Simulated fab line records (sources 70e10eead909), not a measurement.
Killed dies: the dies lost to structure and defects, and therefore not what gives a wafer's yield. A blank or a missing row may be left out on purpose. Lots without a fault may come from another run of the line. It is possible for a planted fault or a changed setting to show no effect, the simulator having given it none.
fab line records || flow nand_harc
[record] {"lots": 5, "wafers": 15, "last_day": 25}
route steps=1159 shown P_ZERO_WELL@60 P_STI@69 END@1159
lots untouched by any fault: they come from a run of this same line in which no faults occurred
start_h: hours from the record's first day to the start of the lot's first wafer shown || wait_h: hours since the lot's step before || " identical to the entry in the row above || L1.1+2: a single row standing in for several wafers || - no value, or no start was given || * or withheld: withheld || < > ~ a bound
route shown NAME@n: names a module that has steps shown in the file, with the first one's number in the route || usual: mean/standard deviation of fault-free wafers || same: alike in all rows || chamber/n: place in a boat || sites: the reading at each site || _std_site: the standard deviation of these || _edge_site: inner sites' mean taken away from outer sites' mean || radius_mm: how far each site lies from the wafer's centre || mask NAME#n: copy n || behind: the most recent tool/chamber to have shaped the wafer || hold: what put the lot on hold/how long, in hours/how the hold closed || device: the n, p or np transistor that did not switch || end of line: tests run on the same wafers once the route is complete || step lacking rows: just its recipe || killed: not the wafer's yield, but the dies lost to structure and defects at the first sort || map: per-die view of a wafer (x killed, . not killed, _ where there is no die)
set.NAME: setting as actually run; set.NAME@STEP: the setting as run at that earlier step || model.NAME: the simulator's own value behind a step, which no gauge read
lots seen at some steps along the route; tables by step, rows by wafer
services: a tool's chamber out of use, with start hour (start_h, from the record's first day; less than 0 if before it), hours out, and reason
[[steps]]
[step NHARC_P_ZERO_WELL_HARDBAKE_53]
[recipe] {"temp_c": 125, "time_s": 80}
[step NHARC_P_ZERO_WELL_DESCUM_54]
[recipe] {"time_s": 3, "o2_flow_sccm": 200, "ar_flow_sccm": 0, "bias_power_w": 0, "chemistry": "O2"}
[usual] {"drypump_motor_current_A": "5.8/0.37", "o2_flow_sccm": "200.0/0.59", "oes_product_au": "0.996/0.011", "rf_vpp_V": "57.8/0.9", "showerhead_plenum_p_Torr": "1.93/0.088", "throttle_valve_pct": "11.311/0.0095"}
{"lot.wafer": "L268.3", "tool": "rie_diel-07", "chamber": 0, "start_h": 42.05, "wait_h": "-", "drypump_motor_current_A": 5.2, "o2_flow_sccm": 200.5, "oes_product_au": 1.022, "rf_hours_counter_h": 12, "rf_vpp_V": 56.9, "showerhead_plenum_p_Torr": 1.91, "throttle_valve_pct": 11.318}
{"lot.wafer": "L268.2", "tool": "rie_diel-07", "chamber": 2, "start_h": 42.05, "wait_h": "-", "drypump_motor_current_A": 6.4, "o2_flow_sccm": 200.5, "oes_product_au": 0.978, "rf_hours_counter_h": 12, "rf_vpp_V": 56.9, "showerhead_plenum_p_Torr": 1.97, "throttle_valve_pct": 11.327}
{"lot.wafer": "L268.5", "tool": "rie_diel-07", "chamber": 0, "start_h": 42.05, "wait_h": "-", "drypump_motor_current_A": 5.2, "o2_flow_sccm": 199.7, "oes_product_au": 1.000, "rf_hours_counter_h": "-", "rf_vpp_V": 58.9, "showerhead_plenum_p_Torr": 1.91, "throttle_valve_pct": 11.303}
{"lot.wafer": "L270.1", "tool": "rie_diel-09", "chamber": 2, "start_h": 53.93, "wait_h": "-", "drypump_motor_current_A": 5.2, "o2_flow_sccm": 200.3, "oes_product_au": 0.978, "rf_hours_counter_h": 8, "rf_vpp_V": 57.6, "showerhead_plenum_p_Torr": 1.81, "throttle_valve_pct": 11.312}
{"lot.wafer": "L270.3", "tool": "rie_diel-09", "chamber": 3, "start_h": 53.93, "wait_h": "-", "drypump_motor_current_A": 6.0, "o2_flow_sccm": 200.0, "oes_product_au": 1.004, "rf_hours_counter_h": 10, "rf_vpp_V": 56.2, "showerhead_plenum_p_Torr": 1.95, "throttle_valve_pct": 11.306}
{"lot.wafer": "L270.5", "tool": "rie_diel-09", "chamber": 0, "start_h": 53.93, "wait_h": "-", "drypump_motor_current_A": 6.2, "o2_flow_sccm": 199.1, "oes_product_au": 0.984, "rf_hours_counter_h": "-", "rf_vpp_V": 58.1, "showerhead_plenum_p_Torr": 2.02, "throttle_valve_pct": 11.327}
{"lot.wafer": "L277.3", "tool": "rie_diel-07", "chamber": 3, "start_h": 95.66, "wait_h": "-", "drypump_motor_current_A": 6.1, "o2_flow_sccm": 200.1, "oes_product_au": 1.005, "rf_hours_counter_h": 2, "rf_vpp_V": 56.9, "showerhead_plenum_p_Torr": 1.83, "throttle_valve_pct": 11.317}
{"lot.wafer": "L277.4", "tool": "rie_diel-07", "chamber": 2, "start_h": 95.66, "wait_h": "-", "drypump_motor_current_A": 6.3, "o2_flow_sccm": 199.6, "oes_product_au": 0.992, "rf_hours_counter_h": 1, "rf_vpp_V": 59.1, "showerhead_plenum_p_Torr": 1.97, "throttle_valve_pct": 11.307}
{"lot.wafer": "L277.5", "tool": "rie_diel-07", "chamber": 0, "start_h": 95.66, "wait_h": "-", "drypump_motor_current_A": 5.2, "o2_flow_sccm": 200.8, "oes_product_au": 1.011, "rf_hours_counter_h": "-", "rf_vpp_V": 57.8, "showerhead_plenum_p_Torr": 1.91, "throttle_valve_pct": 11.305}
{"lot.wafer": "L284.1", "tool": "rie_diel-09", "chamber": 1, "start_h": 137.75, "wait_h": "-", "drypump_motor_current_A": 6.1, "o2_flow_sccm": 199.6, "oes_product_au": 1.007, "rf_hours_counter_h": 2, "rf_vpp_V": 57.3, "showerhead_plenum_p_Torr": 2.04, "throttle_valve_pct": 11.314}
{"lot.wafer": "L284.2", "tool": "rie_diel-09", "chamber": 2, "start_h": 137.75, "wait_h": "-", "drypump_motor_current_A": 5.3, "o2_flow_sccm": 199.6, "oes_product_au": 0.999, "rf_hours_counter_h": 1, "rf_vpp_V": 57.3, "showerhead_plenum_p_Torr": 1.81, "throttle_valve_pct": 11.304}
{"lot.wafer": "L284.5", "tool": "rie_diel-09", "chamber": 1, "start_h": 137.75, "wait_h": "-", "drypump_motor_current_A": 6.1, "o2_flow_sccm": 199.8, "oes_product_au": 0.994, "rf_hours_counter_h": "-", "rf_vpp_V": 59.5, "showerhead_plenum_p_Torr": 2.04, "throttle_valve_pct": 11.312}
{"lot.wafer": "L286.3", "tool": "rie_diel-02", "chamber": 3, "start_h": 149.67, "wait_h": "-", "drypump_motor_current_A": 5.6, "o2_flow_sccm": 199.3, "oes_product_au": 0.999, "rf_hours_counter_h": 12, "rf_vpp_V": 57.2, "showerhead_plenum_p_Torr": 1.88, "throttle_valve_pct": 11.327}
{"lot.wafer": "L286.1", "tool": "rie_diel-02", "chamber": 1, "start_h": 149.67, "wait_h": "-", "drypump_motor_current_A": 5.9, "o2_flow_sccm": 200.3, "oes_product_au": 1.007, "rf_hours_counter_h": 10, "rf_vpp_V": 56.0, "showerhead_plenum_p_Torr": 1.78, "throttle_valve_pct": 11.321}
{"lot.wafer": "L286.6", "tool": "rie_diel-02", "chamber": 0, "start_h": 149.67, "wait_h": "-", "drypump_motor_current_A": 5.7, "o2_flow_sccm": 199.5, "oes_product_au": 1.001, "rf_hours_counter_h": "-", "rf_vpp_V": 58.4, "showerhead_plenum_p_Torr": 2.01, "throttle_valve_pct": 11.307}
[step NHARC_P_ZERO_WELL_IMPLANT_55]
[recipe] {"energy_kev": 180, "dose_cm2": 8e+11, "tilt_deg": 7}
[step NHARC_P_ZERO_WELL_IMPLANT_61]
[recipe] {"energy_kev": 30, "dose_cm2": 5e+11, "tilt_deg": 7}
[step NHARC_P_ZERO_WELL_STRIP_56]
[recipe] {"time_s": 840, "temp_c": 130, "chemistry": "SPM"}
[step NHARC_P_ZERO_WELL_PRECLEAN_68]
[recipe] {"time_s": 60, "temp_c": 50, "bath_age_min": 0, "chemistry": "SC1"}
[step NHARC_P_ZERO_WELL_SRD_69]
[step NHARC_P_ZERO_WELL_RTA_42]
[recipe] {"temp_c": 1100, "time_s": 300}
[usual] {"lamp_power_pct": "36.9/1.8", "lamp_zone_3_pct": "36.9/1.8", "wafer_temp_C_max": "1104.6/1.2"}
{"lot.wafer": "L268.2", "tool": "rtp_anneal-02", "chamber": 0, "start_h": 43.12, "wait_h": "-", "lamp_power_pct": 35.0, "lamp_zone_3_pct": 35.1, "wafer_temp_C_max": 1103.3}
{"lot.wafer": "L268.3", "tool": "rtp_anneal-02", "chamber": 0, "start_h": 43.12, "wait_h": "-", "lamp_power_pct": 35.1, "lamp_zone_3_pct": 35.1, "wafer_temp_C_max": 1102.2}
{"lot.wafer": "L268.5", "tool": "rtp_anneal-02", "chamber": 0, "start_h": 43.12, "wait_h": "-", "lamp_power_pct": 35.2, "lamp_zone_3_pct": 35.1, "wafer_temp_C_max": 1103.6}
{"lot.wafer": "L270.1", "tool": "rtp_anneal-02", "chamber": 0, "start_h": 54.89, "wait_h": "-", "lamp_power_pct": 35.1, "lamp_zone_3_pct": 35.1, "wafer_temp_C_max": 1105.2}
{"lot.wafer": "L270.3", "tool": "rtp_anneal-02", "chamber": 0, "start_h": 54.89, "wait_h": "-", "lamp_power_pct": 35.1, "lamp_zone_3_pct": 35.1, "wafer_temp_C_max": 1104.4}
{"lot.wafer": "L270.5", "tool": "rtp_anneal-02", "chamber": 0, "start_h": 54.89, "wait_h": "-", "lamp_power_pct": 35.1, "lamp_zone_3_pct": 35.1, "wafer_temp_C_max": 1104.6}
{"lot.wafer": "L277.3", "tool": "rtp_anneal-02", "chamber": 0, "start_h": 96.86, "wait_h": "-", "lamp_power_pct": 35.1, "lamp_zone_3_pct": 35.1, "wafer_temp_C_max": 1102.1}
{"lot.wafer": "L277.4", "tool": "rtp_anneal-02", "chamber": 0, "start_h": 96.86, "wait_h": "-", "lamp_power_pct": 35.1, "lamp_zone_3_pct": 35.1, "wafer_temp_C_max": 1103.7}
{"lot.wafer": "L277.5", "tool": "rtp_anneal-02", "chamber": 0, "start_h": 96.86, "wait_h": "-", "lamp_power_pct": 35.1, "lamp_zone_3_pct": 35.1, "wafer_temp_C_max": 1102.8}
{"lot.wafer": "L284.1", "tool": "rtp_anneal-02", "chamber": 0, "start_h": 138.72, "wait_h": "-", "lamp_power_pct": 35.1, "lamp_zone_3_pct": 35.1, "wafer_temp_C_max": 1103.8}
{"lot.wafer": "L284.2", "tool": "rtp_anneal-02", "chamber": 0, "start_h": 138.72, "wait_h": "-", "lamp_power_pct": 35.1, "lamp_zone_3_pct": 35.1, "wafer_temp_C_max": 1104.9}
{"lot.wafer": "L284.5", "tool": "rtp_anneal-02", "chamber": 0, "start_h": 138.72, "wait_h": "-", "lamp_power_pct": 35.2, "lamp_zone_3_pct": 35.1, "wafer_temp_C_max": 1102.6}
{"lot.wafer": "L286.1", "tool": "rtp_anneal-01", "chamber": 0, "start_h": 150.67, "wait_h": "-", "lamp_power_pct": 38.8, "lamp_zone_3_pct": 38.7, "wafer_temp_C_max": 1105.3}
{"lot.wafer": "L286.3", "tool": "rtp_anneal-01", "chamber": 0, "start_h": 150.67, "wait_h": "-", "lamp_power_pct": 38.8, "lamp_zone_3_pct": 38.8, "wafer_temp_C_max": 1105.9}
{"lot.wafer": "L286.6", "tool": "rtp_anneal-01", "chamber": 0, "start_h": 150.67, "wait_h": "-", "lamp_power_pct": 38.7, "lamp_zone_3_pct": 38.8, "wafer_temp_C_max": 1106.3}
[step NHARC_P_ZERO_WELL_INSPECT_43]
[usual] {"raw_defect_count": "14/7"}
{"lot.wafer": "L268.2", "tool": "defect_inspect-01", "chamber": "-", "start_h": 43.70, "wait_h": 0.5, "raw_defect_count": 21}
{"lot.wafer": "L268.3", "tool": "defect_inspect-01", "chamber": "-", "start_h": 43.70, "wait_h": 0.5, "raw_defect_count": 16}
{"lot.wafer": "L268.5", "tool": "defect_inspect-01", "chamber": "-", "start_h": 43.70, "wait_h": 0.5, "raw_defect_count": 8}
{"lot.wafer": "L270.1", "tool": "defect_inspect-02", "chamber": "-", "start_h": 55.56, "wait_h": 0.6, "raw_defect_count": 0}
{"lot.wafer": "L270.3", "tool": "defect_inspect-02", "chamber": "-", "start_h": 55.56, "wait_h": 0.6, "raw_defect_count": 8}
{"lot.wafer": "L270.5", "tool": "defect_inspect-02", "chamber": "-", "start_h": 55.56, "wait_h": 0.6, "raw_defect_count": 5}
{"lot.wafer": "L277.3", "tool": "defect_inspect-01", "chamber": "-", "start_h": 97.32, "wait_h": 0.4, "raw_defect_count": 4}
{"lot.wafer": "L277.4", "tool": "defect_inspect-01", "chamber": "-", "start_h": 97.32, "wait_h": 0.4, "raw_defect_count": 10}
{"lot.wafer": "L277.5", "tool": "defect_inspect-01", "chamber": "-", "start_h": 97.32, "wait_h": 0.4, "raw_defect_count": 21}
{"lot.wafer": "L284.1", "tool": "defect_inspect-01", "chamber": "-", "start_h": 139.40, "wait_h": 0.6, "raw_defect_count": 10}
{"lot.wafer": "L284.2", "tool": "defect_inspect-01", "chamber": "-", "start_h": 139.40, "wait_h": 0.6, "raw_defect_count": 8}
{"lot.wafer": "L284.5", "tool": "defect_inspect-01", "chamber": "-", "start_h": 139.40, "wait_h": 0.6, "raw_defect_count": 10}
{"lot.wafer": "L286.1", "tool": "defect_inspect-02", "chamber": "-", "start_h": 151.34, "wait_h": 0.6, "raw_defect_count": 14}
{"lot.wafer": "L286.3", "tool": "defect_inspect-02", "chamber": "-", "start_h": 151.34, "wait_h": 0.6, "raw_defect_count": 13}
{"lot.wafer": "L286.6", "tool": "defect_inspect-02", "chamber": "-", "start_h": 151.34, "wait_h": 0.6, "raw_defect_count": 14}
[step NHARC_P_STI_ETCH_26]
[recipe] {"target_depth_a": 110, "chemistry": "dHF", "material": "SiO2"}
[step NHARC_P_STI_PRECLEAN_27]
[recipe] {"time_s": "*", "temp_c": 50, "bath_age_min": 0, "chemistry": "SC1"}
[step NHARC_P_STI_SRD_28]
[step NHARC_P_STI_OXIDE_29]
[recipe] {"target_thk_a": 100, "temp_c": 900, "ox_time_s": 1362, "material": "SiO2"}
[usual] {"zone_power_bottom_pct": "25.1/1.8"}
{"lot.wafer": "L268.2", "tool": "furnace-08", "chamber": 0, "start_h": 47.69, "wait_h": "-", "zone_power_bottom_pct": 27.4}
{"lot.wafer": "L268.3", "tool": "furnace-08", "chamber": 0, "start_h": 47.69, "wait_h": "-", "zone_power_bottom_pct": 27.6}
{"lot.wafer": "L268.5", "tool": "furnace-08", "chamber": 0, "start_h": 47.69, "wait_h": "-", "zone_power_bottom_pct": 27.1}
{"lot.wafer": "L270.1", "tool": "furnace-03", "chamber": 0, "start_h": 59.47, "wait_h": "-", "zone_power_bottom_pct": 25.3}
{"lot.wafer": "L270.3", "tool": "furnace-03", "chamber": 0, "start_h": 59.47, "wait_h": "-", "zone_power_bottom_pct": 25.4}
{"lot.wafer": "L270.5", "tool": "furnace-03", "chamber": 0, "start_h": 59.47, "wait_h": "-", "zone_power_bottom_pct": 25.4}
{"lot.wafer": "L277.3", "tool": "furnace-03", "chamber": 0, "start_h": 101.25, "wait_h": "-", "zone_power_bottom_pct": 24.9}
{"lot.wafer": "L277.4", "tool": "furnace-03", "chamber": 0, "start_h": 101.25, "wait_h": "-", "zone_power_bottom_pct": 24.9}
{"lot.wafer": "L277.5", "tool": "furnace-03", "chamber": 0, "start_h": 101.25, "wait_h": "-", "zone_power_bottom_pct": 25.8}
{"lot.wafer": "L284.1", "tool": "furnace-07", "chamber": 0, "start_h": 145.47, "wait_h": "-", "zone_power_bottom_pct": 22.9}
{"lot.wafer": "L284.2", "tool": "furnace-07", "chamber": 0, "start_h": 145.47, "wait_h": "-", "zone_power_bottom_pct": 23.4}
{"lot.wafer": "L284.5", "tool": "furnace-07", "chamber": 0, "start_h": 145.47, "wait_h": "-", "zone_power_bottom_pct": 22.8}
{"lot.wafer": "L286.1", "tool": "furnace-03", "chamber": 0, "start_h": 157.25, "wait_h": "-", "zone_power_bottom_pct": 25.5}
{"lot.wafer": "L286.3", "tool": "furnace-03", "chamber": 0, "start_h": 157.25, "wait_h": "-", "zone_power_bottom_pct": 25.3}
{"lot.wafer": "L286.6", "tool": "furnace-03", "chamber": 0, "start_h": 157.25, "wait_h": "-", "zone_power_bottom_pct": 25.4}
[step NHARC_P_STI_HM_DEP_30]
[recipe] {"target_thk_a": 800, "temp_c": 790, "pressure_mtorr": 300, "time_s": 873, "material": "Si3N4"}
[step NHARC_P_STI_DEHYDRATE_01]
[recipe] {"temp_c": 150, "time_s": 120}
[step NHARC_P_STI_HMDS_02]
[recipe] {"time_s": 30}
[step NHARC_P_STI_COAT_41]
[recipe] {"temp_c": 200, "time_s": 65}
[step NHARC_P_STI_COAT_03]
[recipe] {"spin_rpm": 2000, "resist_thk_nm": 600}
[step NHARC_P_STI_SOFTBAKE_04]
[recipe] {"temp_c": 125, "time_s": 70}
[step NHARC_P_STI_EBR_05]
[step NHARC_P_STI_EXPOSE_06]
[recipe] {"na": 0.55, "target_cd_nm": 200, "dose_mj": 37.69, "mask_id": "P_STI"}
[step NHARC_P_STI_PEB_07]
[recipe] {"peb_temp_c": 128, "peb_time_s": 80}
[step NHARC_P_STI_DEVELOP_08]
[recipe] {"time_s": 50, "dev_temp_c": 22}
[step NHARC_P_STI_CD_MEAS_09]
[recipe] {"target_cd_nm": 200, "landing_energy_ev": 500}
[usual] {"cd_nm": "200.6/2.4"}
{"lot.wafer": "L268.2", "tool": "cd_sem-03", "chamber": 0, "start_h": 58.92, "wait_h": "-", "cd_nm": 199.0}
{"lot.wafer": "L268.3", "tool": "cd_sem-03", "chamber": 0, "start_h": 58.92, "wait_h": "-", "cd_nm": 201.6}
{"lot.wafer": "L268.5", "tool": "cd_sem-03", "chamber": 0, "start_h": 58.92, "wait_h": "-", "cd_nm": 197.2}
{"lot.wafer": "L270.1", "tool": "cd_sem-03", "chamber": 0, "start_h": 70.79, "wait_h": "-", "cd_nm": 201.0}
{"lot.wafer": "L270.3", "tool": "cd_sem-03", "chamber": 0, "start_h": 70.79, "wait_h": "-", "cd_nm": 202.0}
{"lot.wafer": "L270.5", "tool": "cd_sem-03", "chamber": 0, "start_h": 70.79, "wait_h": "-", "cd_nm": 203.9}
{"lot.wafer": "L277.3", "tool": "cd_sem-03", "chamber": 0, "start_h": 112.54, "wait_h": "-", "cd_nm": 204.0}
{"lot.wafer": "L277.4", "tool": "cd_sem-03", "chamber": 0, "start_h": 112.54, "wait_h": "-", "cd_nm": 203.1}
{"lot.wafer": "L277.5", "tool": "cd_sem-03", "chamber": 0, "start_h": 112.54, "wait_h": "-", "cd_nm": 202.5}
{"lot.wafer": "L284.1", "tool": "cd_sem-02", "chamber": 0, "start_h": 156.76, "wait_h": "-", "cd_nm": 198.5}
{"lot.wafer": "L284.2", "tool": "cd_sem-02", "chamber": 0, "start_h": 156.76, "wait_h": "-", "cd_nm": 199.5}
{"lot.wafer": "L284.5", "tool": "cd_sem-02", "chamber": 0, "start_h": 156.76, "wait_h": "-", "cd_nm": 198.8}
{"lot.wafer": "L286.1", "tool": "cd_sem-01", "chamber": 0, "start_h": 168.56, "wait_h": "-", "cd_nm": 203.2}
{"lot.wafer": "L286.3", "tool": "cd_sem-01", "chamber": 0, "start_h": 168.56, "wait_h": "-", "cd_nm": 203.3}
{"lot.wafer": "L286.6", "tool": "cd_sem-01", "chamber": 0, "start_h": 168.56, "wait_h": "-", "cd_nm": 202.0}
[step NHARC_P_STI_OVL_MEAS_10]
[usual] {"overlay_x_nm": "0/6.8", "overlay_y_nm": "0/5.9"}
{"lot.wafer": "L268.2", "tool": "overlay-01", "chamber": "-", "start_h": 59.00, "wait_h": "-", "overlay_x_nm": 4, "overlay_y_nm": 6}
{"lot.wafer": "L268.3", "tool": "overlay-01", "chamber": "-", "start_h": 59.00, "wait_h": "-", "overlay_x_nm": 4, "overlay_y_nm": 8}
{"lot.wafer": "L268.5", "tool": "overlay-01", "chamber": "-", "start_h": 59.00, "wait_h": "-", "overlay_x_nm": 4, "overlay_y_nm": 7}
{"lot.wafer": "L270.1", "tool": "overlay-01", "chamber": "-", "start_h": 70.88, "wait_h": "-", "overlay_x_nm": -9, "overlay_y_nm": 1}
{"lot.wafer": "L270.3", "tool": "overlay-01", "chamber": "-", "start_h": 70.88, "wait_h": "-", "overlay_x_nm": -9, "overlay_y_nm": 1}
{"lot.wafer": "L270.5", "tool": "overlay-01", "chamber": "-", "start_h": 70.88, "wait_h": "-", "overlay_x_nm": -9, "overlay_y_nm": 0}
{"lot.wafer": "L277.3", "tool": "overlay-02", "chamber": "-", "start_h": 112.62, "wait_h": "-", "overlay_x_nm": 4, "overlay_y_nm": 0}
{"lot.wafer": "L277.4", "tool": "overlay-02", "chamber": "-", "start_h": 112.62, "wait_h": "-", "overlay_x_nm": 5, "overlay_y_nm": 0}
{"lot.wafer": "L277.5", "tool": "overlay-02", "chamber": "-", "start_h": 112.62, "wait_h": "-", "overlay_x_nm": 5, "overlay_y_nm": 0}
{"lot.wafer": "L284.1", "tool": "overlay-02", "chamber": "-", "start_h": 156.85, "wait_h": "-", "overlay_x_nm": -8, "overlay_y_nm": 1}
{"lot.wafer": "L284.2", "tool": "overlay-02", "chamber": "-", "start_h": 156.85, "wait_h": "-", "overlay_x_nm": -8, "overlay_y_nm": 1}
{"lot.wafer": "L284.5", "tool": "overlay-02", "chamber": "-", "start_h": 156.85, "wait_h": "-", "overlay_x_nm": -7, "overlay_y_nm": 1}
{"lot.wafer": "L286.1", "tool": "overlay-02", "chamber": "-", "start_h": 168.65, "wait_h": "-", "overlay_x_nm": -9, "overlay_y_nm": 5}
{"lot.wafer": "L286.3", "tool": "overlay-02", "chamber": "-", "start_h": 168.65, "wait_h": "-", "overlay_x_nm": -9, "overlay_y_nm": 5}
{"lot.wafer": "L286.6", "tool": "overlay-02", "chamber": "-", "start_h": 168.65, "wait_h": "-", "overlay_x_nm": -8, "overlay_y_nm": 5}
[step NHARC_P_STI_INSPECT_11]
[usual] {"raw_defect_count": "5.4/2.8"}
{"lot.wafer": "L268.2", "tool": "defect_inspect-01", "chamber": "-", "start_h": 59.04, "wait_h": 0.0, "raw_defect_count": 3}
{"lot.wafer": "L268.3", "tool": "defect_inspect-01", "chamber": "-", "start_h": 59.04, "wait_h": 0.0, "raw_defect_count": 5}
{"lot.wafer": "L268.5", "tool": "defect_inspect-01", "chamber": "-", "start_h": 59.04, "wait_h": 0.0, "raw_defect_count": 5}
{"lot.wafer": "L270.1", "tool": "defect_inspect-02", "chamber": "-", "start_h": 70.92, "wait_h": 0.0, "raw_defect_count": 7}
{"lot.wafer": "L270.3", "tool": "defect_inspect-02", "chamber": "-", "start_h": 70.92, "wait_h": 0.0, "raw_defect_count": 5}
{"lot.wafer": "L270.5", "tool": "defect_inspect-02", "chamber": "-", "start_h": 70.92, "wait_h": 0.0, "raw_defect_count": 4}
{"lot.wafer": "L277.3", "tool": "defect_inspect-01", "chamber": "-", "start_h": 112.66, "wait_h": 0.0, "raw_defect_count": 5}
{"lot.wafer": "L277.4", "tool": "defect_inspect-01", "chamber": "-", "start_h": 112.66, "wait_h": 0.0, "raw_defect_count": 5}
{"lot.wafer": "L277.5", "tool": "defect_inspect-01", "chamber": "-", "start_h": 112.66, "wait_h": 0.0, "raw_defect_count": 10}
{"lot.wafer": "L284.1", "tool": "defect_inspect-01", "chamber": "-", "start_h": 156.88, "wait_h": 0.0, "raw_defect_count": 6}
{"lot.wafer": "L284.2", "tool": "defect_inspect-01", "chamber": "-", "start_h": 156.88, "wait_h": 0.0, "raw_defect_count": 6}
{"lot.wafer": "L284.5", "tool": "defect_inspect-01", "chamber": "-", "start_h": 156.88, "wait_h": 0.0, "raw_defect_count": 2}
{"lot.wafer": "L286.1", "tool": "defect_inspect-02", "chamber": "-", "start_h": 168.68, "wait_h": 0.0, "raw_defect_count": 12}
{"lot.wafer": "L286.3", "tool": "defect_inspect-02", "chamber": "-", "start_h": 168.68, "wait_h": 0.0, "raw_defect_count": 14}
{"lot.wafer": "L286.6", "tool": "defect_inspect-02", "chamber": "-", "start_h": 168.68, "wait_h": 0.0, "raw_defect_count": 12}
[step NHARC_P_STI_HARDBAKE_13]
[recipe] {"temp_c": 118, "time_s": 65}
[step NHARC_END_SORT_01]
[recipe] {"temp_c": 25}
[usual] {"killed_at_array": "26/11", "killed_at_other": "0.4/0.78", "killed_at_periphery": "3.4/2.4", "killed_dies": "29/11", "killed_open": "3.1/1.9", "killed_short": "1.9/1.4"}
[same] {"gross_dies": 677}
{"lot.wafer": "L286.1", "tool": "prober-01", "chamber": 0, "start_h": 599.04, "wait_h": 2.5, "killed_at_array": 20, "killed_at_other": 0, "killed_at_periphery": 8, "killed_dies": 28, "killed_open": 5, "killed_short": 2}
{"lot.wafer": "L286.3", "tool": "prober-01", "chamber": 0, "start_h": 600.63, "wait_h": 3.1, "killed_at_array": 15, "killed_at_other": 0, "killed_at_periphery": 18, "killed_dies": 33, "killed_open": 7, "killed_short": 2}
{"lot.wafer": "L286.6", "tool": "prober-01", "chamber": 0, "start_h": 603.02, "wait_h": 4.0, "killed_at_array": 16, "killed_at_other": 0, "killed_at_periphery": 11, "killed_dies": 27, "killed_open": 5, "killed_short": 3}
// killed by level:class
L286.1 P_STI:unspecified=8 A_CHANNEL_HOLE_D1:chamber_film_flake=7 A_CONTACT:geometric_particle:open=3 A_STAIRCASE:chamber_film_flake=3 A_CHANNEL_FILL_D1:geometric_particle:open=1 A_WL_FILL:geometric_particle:short=1 A_CONTACT:geometric_particle:short=1 A_M0:geometric_particle:open=1
L286.3 P_STI:unspecified=12 A_CHANNEL_HOLE_D1:chamber_film_flake=6 A_M1:chamber_film_flake=4 P_GATE:geometric_particle:open=2 P_CONTACT:geometric_particle:open=2 P_BONDPAD:geometric_particle:open=1 A_ONON_D1:geometric_particle:short=1 A_CHANNEL_HOLE_D1:geometric_particle:open=1
L286.6 P_STI:unspecified=8 A_CHANNEL_HOLE_D1:chamber_film_flake=4 A_M1:chamber_film_flake=3 A_CHANNEL_FILL_D1:geometric_particle:open=2 A_CONTACT:geometric_particle:open=2 P_GATE:geometric_particle:short=1 P_CONTACT:geometric_particle:open=1 A_STAIRCASE:geometric_particle:short=1
// map L286.3 (x killed, . not)
____________.____________
_________......._________
_______..........._______
______..........x..______
_____..............._____
____.................____
____...x........x....____
___......x...x......xx___
___...............x.xx___
__.......x...........xx__
__....................x__
_......................._
_......................._
_........x.............._
_..x...................._
_.................x....._
...................x.....
xx......x...x............
x...................x....
....x....................
.........................
_...x..................._
_......................._
_......................._
_......................._
_...................x..._
__................x....__
__.............x.......__
___...x...............___
___...................___
____.................____
____.x...............____
_____..............._____
______.x...........______
_______......x...._______
_________......._________
____________.____________
// map L277.3 (x killed, . not)
____________.____________
_________......._________
_______..........._______
______.............______
_____..............._____
____......x..........____
____....x...........x____
___.....x............x___
___....xx............x___
__.....xx..x.........xx__
__...x..x......x......x__
_.....x.xxx...........x._
_....x.x.x.............x_
_.....xxx....x.........._
_......x..xx.....x......_
_........x.............._
.x.......................
.........................
.........................
.x.x.....................
....x....................
_......x..............x._
_......................._
_...x..................._
_......................._
_......................._
__.....................__
__................x....__
___...................___
___...................___
____.................____
____.................____
_____.......x......._____
______.............______
_______..........._______
_________......._________
____________.____________
[[services]]
{"tool": "furnace-08", "chamber": "-", "start_h": 21.51, "hours": 26.0, "kind": "pm"}
{"tool": "rie_diel-02", "chamber": "-", "start_h": 22.88, "hours": 0.4, "kind": "repair"}
{"tool": "rie_diel-07", "chamber": 0, "start_h": 30.27, "hours": "-", "kind": "clean"}
{"tool": "rie_diel-07", "chamber": 1, "start_h": 30.27, "hours": "-", "kind": "clean"}
{"tool": "rie_diel-07", "chamber": 2, "start_h": 30.27, "hours": "-", "kind": "clean"}
{"tool": "rie_diel-07", "chamber": 3, "start_h": 30.27, "hours": "-", "kind": "clean"}
{"tool": "rie_diel-09", "chamber": 0, "start_h": 31.61, "hours": "-", "kind": "clean"}
{"tool": "rie_diel-09", "chamber": 1, "start_h": 31.61, "hours": "-", "kind": "clean"}
{"tool": "rie_diel-09", "chamber": 2, "start_h": 31.61, "hours": "-", "kind": "clean"}
{"tool": "rie_diel-09", "chamber": 3, "start_h": 31.61, "hours": "-", "kind": "clean"}
{"tool": "rie_diel-07", "chamber": "-", "start_h": 51.20, "hours": 9.0, "kind": "pm"}
{"tool": "rie_diel-07", "chamber": 0, "start_h": 51.20, "hours": 9.0, "kind": "vent_cycle"}
{"tool": "rie_diel-07", "chamber": 1, "start_h": 51.20, "hours": 9.0, "kind": "vent_cycle"}
{"tool": "rie_diel-02", "chamber": 1, "start_h": 61.89, "hours": 1.7, "kind": "repair"}
{"tool": "rie_diel-02", "chamber": "-", "start_h": 65.40, "hours": 0.4, "kind": "repair"}
{"tool": "rie_diel-09", "chamber": "-", "start_h": 77.10, "hours": 9.0, "kind": "pm"}
{"tool": "rie_diel-02", "chamber": 3, "start_h": 100.88, "hours": 1.5, "kind": "repair"}
{"tool": "rie_diel-02", "chamber": "-", "start_h": 109.02, "hours": 3.3, "kind": "repair"}
{"tool": "rie_diel-07", "chamber": 3, "start_h": 127.61, "hours": 2.2, "kind": "repair"}
{"tool": "rie_diel-02", "chamber": 1, "start_h": 129.41, "hours": 9.7, "kind": "repair"}
{"tool": "rie_diel-09", "chamber": 2, "start_h": 134.99, "hours": 1.8, "kind": "repair"}
{"tool": "rie_diel-02", "chamber": 2, "start_h": 136.05, "hours": 7.4, "kind": "repair"}
{"tool": "rie_diel-09", "chamber": 2, "start_h": 141.75, "hours": 3.5, "kind": "repair"}
{"tool": "rie_diel-02", "chamber": "-", "start_h": 150.70, "hours": 9.0, "kind": "pm"}
[[key]]
[first_sign] {"step": "NHARC_P_STI_INSPECT_11", "reading": "raw_defect_count", "direction": "up", "sigmas": 2.6, "usual": 5.4, "struck": 12.7}
[effect] {"step": "NHARC_END_SORT_01", "reading": "killed_at_periphery", "direction": "up", "sigmas": 3.7, "usual": 3.4, "struck": 12.3}
met_at NHARC_P_STI_OXIDE_29
struck_wafers L286.1,L286.3,L286.6
tester_left_out L286
onset_between 101.25 157.25
also_fits time
[fault] {"kind": "chamber_particle_source", "tool": "furnace-03", "chamber": 0, "onset_h": 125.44, "steps": "NHARC_P_STI_OXIDE_29", "rate_per_visit_cm2": 0.013185, "end_h": 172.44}
// tester_left_out: of these lots the tester's yield and bins aren't shown, on N5 and GAA mostly nor the transistor test; their killed dies are dies lost to structure and defects alone, not to doping, threshold or leakage, so they don't give the yield
